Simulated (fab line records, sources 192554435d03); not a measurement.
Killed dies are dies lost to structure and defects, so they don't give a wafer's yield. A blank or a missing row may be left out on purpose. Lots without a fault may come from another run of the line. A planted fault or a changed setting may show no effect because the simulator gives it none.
Chamber matching | flow n5_finfet | N5_BEOL_M11_PECVD_70 on pecvd-03: 3 sister chambers
The step deposits SiO2 from TEOS/O2, target thk 20 nm, time 22.7 s. 14 wafers are shown with their chamber, then 7 later ones without.

WAFERS WITH THEIR CHAMBER
wafer  | chamber | throttle_valve_pct (%) | showerhead_plenum_p_Torr (Torr) | heater_power_w (W)
L077.1 | 0       | 22.2                   | 8.74                            | 751
L077.4 | 0       | 22.0                   | 8.75                            | 745
L077.5 | 2       | 19.7                   | 8.77                            | 915
L080.2 | 2       | 20.0                   | 8.78                            | 876
L080.5 | 0       | 22.4                   | 8.73                            | 786
L080.6 | 1       | 23.9                   | 8.78                            | 755
L081.1 | 0       | 22.2                   | 8.74                            | 807
L081.3 | 1       | 23.7                   | 8.78                            | 724
L081.4 | 0       | 22.6                   | 8.78                            | 820
L084.1 | 1       | 23.8                   | 8.79                            | 835
L084.5 | 1       | 23.8                   | 8.78                            | 830
L084.6 | 2       | 20.0                   | 8.79                            | 819
L090.2 | 0       | 22.4                   | 8.73                            | 872
L090.3 | 1       | 23.6                   | 8.79                            | 746

SIGNATURES (means of the wafers above)
reading                  | chamber 0 | chamber 1 | chamber 2 | scatter within a chamber
throttle_valve_pct       | 22.300    | 23.760    | 19.900    | 0.174
showerhead_plenum_p_Torr | 8.7450    | 8.7840    | 8.7800    | 0.0137
heater_power_w           | 796.83    | 778.00    | 870.00    | 48.9
Rule: a wafer's distance from a chamber is the root of the sum, over the readings, of the square of ((its reading less the chamber's mean) divided by the reading's scatter). The wafer belongs to the nearest chamber; if the next one is less than 2 further off, it can't be placed. The scatter: the root of (the sum of the squares of (reading less its chamber's mean) over the shown wafers, divided by (wafers less chambers)).

WAFERS WITHOUT THEIR CHAMBER
wafer  | throttle_valve_pct (%) | showerhead_plenum_p_Torr (Torr) | heater_power_w (W)
L090.5 | 23.8                   | 8.77                            | 741
L094.2 | 20.1                   | 8.80                            | 845
L094.3 | 22.5                   | 8.76                            | 849
L094.5 | 23.7                   | 8.75                            | 780
L095.1 | 23.6                   | 8.80                            | 816
L095.4 | 23.7                   | 8.77                            | 820
L095.6 | 22.5                   | 8.76                            | 822

WHICH CHAMBER EACH WENT THROUGH
wafer  | from the rows above | in truth
L090.5 | 1                   | 1
L094.2 | 2                   | 2
L094.3 | 0                   | 0
L094.5 | 1                   | 1
L095.1 | 1                   | 1
L095.4 | 1                   | 1
L095.6 | 0                   | 0
Placed correctly: 7 of 7. Can't be placed from these rows: 0. Placed wrongly: 0.
